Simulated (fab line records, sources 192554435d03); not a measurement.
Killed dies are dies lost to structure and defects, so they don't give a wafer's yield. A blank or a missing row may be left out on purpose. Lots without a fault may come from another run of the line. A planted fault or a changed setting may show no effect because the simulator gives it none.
Which tool did it? | flow n5_finfet | 11 lots, 33 wafers sampled, at 6 steps of a route of 1938

WHAT THE GAUGES READ, wafer by wafer
N5_BEOL_M3_RS_MEAS_58: measures by four-point-probe.
lot  | measured     | on            | M3_RS (ohm/sq)
L074 | day 7 16:09  | film_metro-02 | 0.63 0.65 0.61
L077 | day 8 10:13  | film_metro-01 | 0.70 0.66 0.68
L079 | day 8 17:46  | film_metro-01 | 0.68 0.66 0.63
L081 | day 8 23:44  | film_metro-01 | 0.72 0.66 0.65
L084 | day 10 00:37 | film_metro-01 | 0.74 0.65 0.67
L087 | day 12 09:08 | film_metro-01 | 0.67 0.61 0.65
L086 | day 12 19:25 | film_metro-01 | 0.66 0.61 0.65
L096 | day 13 01:24 | film_metro-01 | 0.71 0.64 0.65
L091 | day 12 23:43 | film_metro-01 | 0.66 0.64 0.67
L094 | day 13 05:03 | film_metro-02 | 0.72 0.66 0.64
L092 | day 13 06:17 | film_metro-01 | 0.69 0.68 0.67

WHICH TOOL RAN EACH LOT (tool, then ch and the chambers of the sampled wafers, then the start)
lot  | N5_BEOL_M3_DESCUM_33               | N5_BEOL_M3_ETCH_69                 | N5_BEOL_M3_ALD_98                 | N5_BEOL_M3_VIA_ETCH_34             | N5_BEOL_M3_ANNEAL_51
L074 | rie_diel-02 ch 0,3, day 7 10:31    | rie_diel-02 ch 0,3, day 7 10:34    | ald_sin-01 ch 0,1,2, day 7 10:38  | rie_diel-02 ch 0,2,3, day 7 11:48  | rtp_anneal-01 ch 0, day 7 15:20
L077 | rie_diel-04 ch 0,1,2, day 7 17:39  | rie_diel-04 ch 0,1,2, day 7 17:42  | ald_sin-02 ch 0,1,2, day 7 17:47  | rie_diel-02 ch 0,2, day 8 03:52    | rtp_anneal-02 ch 0, day 8 09:21
L079 | rie_diel-02 ch 0,2,3, day 8 10:48  | rie_diel-02 ch 0,2,3, day 8 10:51  | ald_sin-03 ch 0,2,3, day 8 11:32  | rie_diel-04 ch 0,1,2, day 8 13:08  | rtp_anneal-01 ch 0, day 8 16:44
L081 | rie_diel-04 ch 0,1,3, day 8 18:35  | rie_diel-04 ch 0,1,3, day 8 18:38  | ald_sin-02 ch 0,2,3, day 8 18:43  | rie_diel-04 ch 1,2, day 8 19:22    | rtp_anneal-02 ch 0, day 8 22:58
L084 | rie_diel-04 ch 0,1, day 9 19:49    | rie_diel-04 ch 0,1, day 9 19:52    | ald_sin-02 ch 1,2, day 9 19:56    | rie_diel-03 ch 0,3, day 9 20:16    | rtp_anneal-01 ch 0, day 9 23:37
L087 | rie_diel-03 ch 0,1, day 12 04:20   | rie_diel-03 ch 0,1, day 12 04:23   | ald_sin-01 ch 0,2, day 12 04:28   | rie_diel-02 ch 0,1, day 12 04:55   | rtp_anneal-01 ch 0, day 12 08:17
L086 | rie_diel-03 ch 0,3, day 12 09:47   | rie_diel-03 ch 0,3, day 12 09:50   | ald_sin-02 ch 0,1,2, day 12 11:17 | rie_diel-04 ch 0,1,3, day 12 13:30 | rtp_anneal-01 ch 0, day 12 18:34
L096 | rie_diel-03 ch 0,1, day 12 12:53   | rie_diel-03 ch 0,1, day 12 12:56   | ald_sin-02 ch 0,1,2, day 12 13:03 | rie_diel-04 ch 1,3, day 12 19:41   | rtp_anneal-02 ch 0, day 13 00:31
L091 | rie_diel-02 ch 2,3, day 12 15:26   | rie_diel-02 ch 2,3, day 12 15:29   | ald_sin-01 ch 2,3, day 12 16:14   | rie_diel-02 ch 2,3, day 12 19:26   | rtp_anneal-02 ch 0, day 12 22:57
L094 | rie_diel-04 ch 0,1, day 12 18:07   | rie_diel-04 ch 0,1, day 12 18:10   | ald_sin-01 ch 1,3, day 12 18:14   | rie_diel-03 ch 1,2,3, day 12 23:52 | rtp_anneal-01 ch 0, day 13 04:10
L092 | rie_diel-03 ch 0,1,3, day 12 18:49 | rie_diel-03 ch 0,1,3, day 12 18:52 | ald_sin-01 ch 0,3, day 12 18:57   | rie_diel-03 ch 0,1,3, day 13 00:14 | rtp_anneal-02 ch 0, day 13 05:25
- N5_BEOL_M3_DESCUM_33: chemistry O2, time 7 s.
- N5_BEOL_M3_ETCH_69: etches SiARC in CF4, target depth 15.6 nm, time 26 s.
- N5_BEOL_M3_ALD_98: deposits SiO2, target thk 2.5 nm, pulse time 1 s, co reactant pulse time 1 s.
- N5_BEOL_M3_VIA_ETCH_34: etches the open film in C4F6/O2, target depth 69.4 nm, time 65.9 s.
- N5_BEOL_M3_ANNEAL_51: time 90 s.

THE ANSWER, worked out from the rows above alone
Rule: what is usual is taken from the lots themselves. Put in order of their means at a reading, lots are off if they are a third of the lots or fewer, leave a main group of 4 or more, and stand apart from it by a gap of 3 or more times the standard deviation of the main group's means; of several such gaps the widest counts. A main group whose means are all the same, to the digits that the tables above print for the reading, isn't used. A lot without any number at a reading at which 4 lots or more have one is off too. The other lots that the step has rows for count as sound.
No lot is off at any reading shown: from this, nothing can be told.

WHAT THE SIMULATOR HAD PUT IN
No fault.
